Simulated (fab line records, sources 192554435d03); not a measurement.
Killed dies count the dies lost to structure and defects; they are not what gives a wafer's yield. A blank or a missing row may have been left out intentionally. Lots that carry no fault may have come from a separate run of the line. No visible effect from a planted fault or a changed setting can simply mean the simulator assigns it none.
Chamber matching / flow n5_finfet / N5_BEOL_M6_ETCH_66 on rie_diel-05: 4 sister chambers
The step etches SOC in N2/H2, target depth 80 nm, overetch 16 nm, time 120 s. 14 wafers are shown with their chamber, then 7 later ones without.

WAFERS, EACH WITH ITS CHAMBER
wafer=L076.4; chamber=3; drypump_motor_current_A (A)=5.6; showerhead_plenum_p_Torr (Torr)=2.60; rf_vpp_V (V)=526.3
wafer=L076.5; chamber=0; drypump_motor_current_A (A)=6.3; showerhead_plenum_p_Torr (Torr)=2.42; rf_vpp_V (V)=521.0
wafer=L076.6; chamber=1; drypump_motor_current_A (A)=4.9; showerhead_plenum_p_Torr (Torr)=2.53; rf_vpp_V (V)=522.5
wafer=L077.1; chamber=1; drypump_motor_current_A (A)=4.9; showerhead_plenum_p_Torr (Torr)=2.53; rf_vpp_V (V)=523.1
wafer=L077.3; chamber=2; drypump_motor_current_A (A)=5.9; showerhead_plenum_p_Torr (Torr)=2.46; rf_vpp_V (V)=523.4
wafer=L077.6; chamber=3; drypump_motor_current_A (A)=5.6; showerhead_plenum_p_Torr (Torr)=2.60; rf_vpp_V (V)=526.3
wafer=L078.4; chamber=2; drypump_motor_current_A (A)=6.0; showerhead_plenum_p_Torr (Torr)=2.46; rf_vpp_V (V)=521.0
wafer=L078.5; chamber=0; drypump_motor_current_A (A)=6.3; showerhead_plenum_p_Torr (Torr)=2.41; rf_vpp_V (V)=520.9
wafer=L078.6; chamber=1; drypump_motor_current_A (A)=4.9; showerhead_plenum_p_Torr (Torr)=2.53; rf_vpp_V (V)=523.7
wafer=L085.1; chamber=1; drypump_motor_current_A (A)=4.9; showerhead_plenum_p_Torr (Torr)=2.52; rf_vpp_V (V)=522.6
wafer=L085.4; chamber=2; drypump_motor_current_A (A)=5.9; showerhead_plenum_p_Torr (Torr)=2.46; rf_vpp_V (V)=521.2
wafer=L085.6; chamber=3; drypump_motor_current_A (A)=5.6; showerhead_plenum_p_Torr (Torr)=2.59; rf_vpp_V (V)=525.8
wafer=L088.1; chamber=1; drypump_motor_current_A (A)=4.9; showerhead_plenum_p_Torr (Torr)=2.52; rf_vpp_V (V)=522.4
wafer=L088.3; chamber=3; drypump_motor_current_A (A)=5.6; showerhead_plenum_p_Torr (Torr)=2.59; rf_vpp_V (V)=525.1

SIGNATURES (means of the wafers above)
reading=drypump_motor_current_A; chamber 0=6.300; chamber 1=4.900; chamber 2=5.933; chamber 3=5.600; scatter within a chamber=0.0258
reading=showerhead_plenum_p_Torr; chamber 0=2.4150; chamber 1=2.5260; chamber 2=2.4600; chamber 3=2.5950; scatter within a chamber=0.0052
reading=rf_vpp_V; chamber 0=520.950; chamber 1=522.860; chamber 2=521.867; chamber 3=525.875; scatter within a chamber=0.754
Rule: a wafer lies at a distance from a chamber equal to the root of the sum of squares, over the readings, of (its reading less the chamber's mean, divided by the reading's scatter). If the next closest chamber is less than 2 further off than the closest, the wafer can't be placed; otherwise it belongs to the closest. The scatter: take each reading less its chamber's mean, square it, sum over the shown wafers, divide by the number of wafers less the number of chambers, and take the root.

WAFERS MISSING THEIR CHAMBER
wafer=L088.5; drypump_motor_current_A (A)=5.7; showerhead_plenum_p_Torr (Torr)=2.59; rf_vpp_V (V)=526.6
wafer=L089.2; drypump_motor_current_A (A)=5.9; showerhead_plenum_p_Torr (Torr)=2.45; rf_vpp_V (V)=521.0
wafer=L089.3; drypump_motor_current_A (A)=6.3; showerhead_plenum_p_Torr (Torr)=2.40; rf_vpp_V (V)=521.3
wafer=L089.6; drypump_motor_current_A (A)=5.9; showerhead_plenum_p_Torr (Torr)=2.45; rf_vpp_V (V)=520.1
wafer=L096.1; drypump_motor_current_A (A)=6.3; showerhead_plenum_p_Torr (Torr)=2.40; rf_vpp_V (V)=521.0
wafer=L096.3; drypump_motor_current_A (A)=6.3; showerhead_plenum_p_Torr (Torr)=2.40; rf_vpp_V (V)=520.9
wafer=L096.5; drypump_motor_current_A (A)=6.0; showerhead_plenum_p_Torr (Torr)=2.45; rf_vpp_V (V)=520.9

WHICH CHAMBER EACH ONE RAN IN
wafer=L088.5; from the rows above=3; in truth=3
wafer=L089.2; from the rows above=2; in truth=2
wafer=L089.3; from the rows above=0; in truth=0
wafer=L089.6; from the rows above=2; in truth=2
wafer=L096.1; from the rows above=0; in truth=0
wafer=L096.3; from the rows above=0; in truth=0
wafer=L096.5; from the rows above=2; in truth=2
Correct placement for 7 of the 7. From these rows, 0 cannot be placed. Number placed wrongly: 0.
